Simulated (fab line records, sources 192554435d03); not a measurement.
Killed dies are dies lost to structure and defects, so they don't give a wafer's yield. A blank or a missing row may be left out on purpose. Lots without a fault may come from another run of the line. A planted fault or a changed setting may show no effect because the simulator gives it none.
Split-lot experiment | flow n5_finfet | 7 lots, 21 wafers read, on a route of 1938 steps

THE SPLIT
At N5_SD_EPI_N_ETCH_45 (etches SiOCN in CH3F/O2, target depth 6 nm), the setting target_depth_a was moved away from the recipe's 60 angstrom on 4 of the 21 wafers read, by -10.2% to +6.1%. The other wafers ran this setting at the recipe's value.

The reading is taken at the split's own step.

THE READING
etch.depth_nm (the simulator's own value, which no gauge read), in nm, at N5_SD_EPI_N_ETCH_45 (etches SiOCN in CH3F/O2, target depth 6 nm). The file gives no usual value for it. The 17 wafers here that ran the recipe average 6.044 nm, standard deviation 0.13 nm.

wafer  | tool, chamber at the split | target_depth_a as run, angstrom | against the recipe | etch.depth_nm, nm | against lot-mates on the recipe
L080.1 | rie_diel-06, 1             | 60                              | recipe             | 6.053             | -
L080.2 | rie_diel-06, 0             | 60                              | recipe             | 6.028             | -
L080.5 | rie_diel-06, 1             | 60                              | recipe             | 6.055             | -
L081.3 | rie_diel-03, 1             | 60                              | recipe             | 5.807             | -
L081.4 | rie_diel-03, 0             | 60                              | recipe             | 5.867             | -
L081.6 | rie_diel-03, 3             | 60                              | recipe             | 6.102             | -
L084.1 | rie_diel-03, 2             | 60                              | recipe             | 6.05              | -
L084.4 | rie_diel-03, 0             | 63.64                           | +6.1%              | 6.296             | +0.246
L084.5 | rie_diel-03, 2             | 63.64                           | +6.1%              | 6.463             | +0.413
L088.1 | rie_diel-02, 2             | 60                              | recipe             | 6.008             | -
L088.2 | rie_diel-02, 1             | 56.26                           | -6.2%              | 5.579             | -0.420
L088.3 | rie_diel-02, 3             | 60                              | recipe             | 5.991             | -
L091.1 | rie_diel-03, 0             | 60                              | recipe             | 5.859             | -
L091.5 | rie_diel-03, 0             | 60                              | recipe             | 5.929             | -
L091.6 | rie_diel-03, 1             | 60                              | recipe             | 6.101             | -
L093.1 | rie_diel-03, 1             | 60                              | recipe             | 6.148             | -
L093.2 | rie_diel-03, 2             | 60                              | recipe             | 6.029             | -
L093.5 | rie_diel-03, 2             | 53.89                           | -10.2%             | 5.395             | -0.694
L095.3 | rie_diel-06, 3             | 60                              | recipe             | 6.35              | -
L095.4 | rie_diel-06, 2             | 60                              | recipe             | 6.177             | -
L095.6 | rie_diel-06, 2             | 60                              | recipe             | 6.201             | -

THE FIT
A straight line over all 21 wafers: etch.depth_nm changes by +0.0627 nm for each +1% of target_depth_a; r = +0.85; the points scatter about the line by 0.13 nm.
The same after taking each lot's own level away (the mean of its wafers on the recipe; 21 wafers): +0.0631 nm for each +1%; r = +0.93; scatter 0.082 nm.
On that fit, the largest move of target_depth_a shifts the reading by 0.64 nm.
The lots' own levels span 5.9253 to 6.2427 nm, that is 2.4 times the standard deviation above.
So the lot-to-lot level changes the slope little: the two slopes agree.
Check: with one of the wafers moved furthest among these (-10.2%) left out of the fit, the line predicts -0.608 nm for it against its lot-mates. It came out at -0.694 nm against them.

OTHER SPLITS ON THESE WAFERS
These wafers also went through other splits before the reading. Each is held against what the fit with the lots' levels taken away leaves over:
other split on the same wafers            | wafers away from the commonest value | r with etch.depth_nm (lot level and that fit taken away)
N5_WELL_APT_COAT_02 spin_rpm              | 9                                    | +0.11
N5_WELL_APT_EXPOSE_05 dose_mj             | 9                                    | +0.31
N5_PMOS_HMC_CHANNEL_EPI_HM_DEP_34 time_s  | 7                                    | -0.32
N5_PMOS_HMC_CHANNEL_EPI_PEB_07 peb_temp_c | 5                                    | -0.33
N5_FIN_CUT_CUT_ETCH_15 bias_w             | as run: not given for these wafers   | -
N5_DUMMY_GATE_COAT_34 spin_rpm            | 7                                    | -0.08
N5_DUMMY_GATE_EXPOSE_12 dose_mj           | 9                                    | -0.08

THE FILE'S OWN FIT
etch.depth_nm changes by +0.0651 nm for each +1% of target_depth_a, r = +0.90.
